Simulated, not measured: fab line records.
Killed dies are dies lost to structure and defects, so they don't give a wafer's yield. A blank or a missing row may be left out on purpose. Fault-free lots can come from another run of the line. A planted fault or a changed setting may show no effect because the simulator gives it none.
Struck lot and sound lot, side by side -- flow n5Finfet -- 25 steps out of a route of 1938
Sound: the wafers L518.2, L518.4, L518.6. Struck: wafer L505.3; the same lot's L505.6 was not struck, so it is left out; see the end for the cause.
For every step that has rows: the tool of each side, followed by ch and its chambers, followed by its first start. Under that, the readings that differ: sound wafers -- struck wafers -- difference of the means -- sigmas: that difference in standard deviations of wafers without a fault.
alike: readings whose means differ by less than 2 such deviations, and words and numbers that are the same on both sides. not compared: withheld readings, readings that some wafer has no value for, bounds like >300 that may hide the same value, and numbers for which the record gives no deviation and whose values overlap.
A row with sigmas, a row that says differs or no value, or rows on one side alone: a step with any of these is where the two part. Non-overlapping numbers with no deviation appear without sigmas and do not part them. A reading that every wafer of one side lacks parts them only if that side has two wafers or more.

first, 11 steps without rows for these wafers: N5_BEOL_M15_VIA_ETCH_16 (etches SiO2 in C4F8/O2/Ar, target depth 1792.2 nm); N5_BEOL_M15_STRIP_63 (strips in O2); N5_BEOL_M15_STRIP_64 (strips in O2); N5_BEOL_M15_STRIP_65 (strips in post etch residue remover, time 60 s); N5_BEOL_M15_SRD_66 (time 30 s, dry time 30 s); N5_BEOL_M15_COAT_56 (time 60 s, resist thk 550 nm); N5_BEOL_M15_ETCH_57 (etches SOC in N2/H2, time 750 s); N5_BEOL_M15_COAT_60 (time 60 s, resist thk 89 nm); N5_BEOL_M15_COAT_22 (resist thk 800 nm); N5_BEOL_M15_EBR_24; N5_BEOL_M15_SOFTBAKE_23 (time 60 s).
N5_BEOL_M15_EXPOSE_25: exposes mask M15, target cd 400 nm.
  sound on krfScanner-02 ch 0, day 18 02:29; struck on krfScanner-01 ch 0, day 14 18:19
  alike: mask
then, 3 steps without rows for these wafers: N5_BEOL_M15_PEB_26 (peb time 90 s); N5_BEOL_M15_DEVELOP_27 (develop time 45 s); N5_BEOL_M15_HARDBAKE_32 (time 120 s).
N5_BEOL_M15_CD_MEAS_28: the cd target is 407.6 nm.
  sound on cdSem-03 ch 0, day 18 02:39; struck on cdSem-02 ch 0, day 14 18:28
reading,sound,struck,difference,sigmas
cdNm (nm),409.3 410.1 408.1,455.0,+45.8,+29
N5_BEOL_M15_DESCUM_33: chemistry O2, time 7.9 s.
  sound on rieDiel-06 ch 2,3, day 18 02:44; struck on rieDiel-01 ch 2, day 14 18:43
reading,sound,struck,difference,sigmas
model.BEOL_M15.cdNm (nm),408.4 409.8 408,455.2,+46.5,
  alike: drypumpMotorCurrentA, oesProductAu, rfVppV, showerheadPlenumPTorr, throttleValvePct
  not compared: rfHoursCounterH
then, 5 steps without rows for these wafers: N5_BEOL_M15_ETCH_61 (etches BARC in N2/H2, target depth 89 nm, overetch 26.7 nm, time 67.9 s); N5_BEOL_M15_TRENCH_ETCH_34 (etches SiO2 in C4F8/O2/Ar, target depth 872.93 nm, time 199 s); N5_BEOL_M15_STRIP_36 (strips in O2); N5_BEOL_M15_STRIP_62 (strips in O2); N5_BEOL_M15_STRIP_37 (strips in O2).
N5_BEOL_M15_ETCH_38: etches SiCN in CF4/N2, target depth 106.4 nm, time 120.5 s.
  sound: rieDiel-06 ch 0,1,3; struck: rieDiel-04 ch 3
reading,sound,struck,difference,sigmas
model.BEOL_M15.cdNm (nm),401.4 402.4 400.2,447.4,+46.1,
  alike: drypumpMotorCurrentA, oesProductAu, rfVppV, showerheadPlenumPTorr, throttleValvePct
  not compared: rfHoursCounterH
then, 1 step without rows for these wafers: N5_BEOL_M15_PRECLEAN_39 (cleans in residue remover, time 60 s).
N5_PASSIVATION_PROBE_49:
  only the struck wafers here have rows in the record (prober-02, day 15 12:12); the sound ones have none

== WHERE THEY PART ==
At N5_BEOL_M15_CD_MEAS_28 first; at N5_PASSIVATION_PROBE_49 last (within this record only).

WHY: what had been put in by the simulator
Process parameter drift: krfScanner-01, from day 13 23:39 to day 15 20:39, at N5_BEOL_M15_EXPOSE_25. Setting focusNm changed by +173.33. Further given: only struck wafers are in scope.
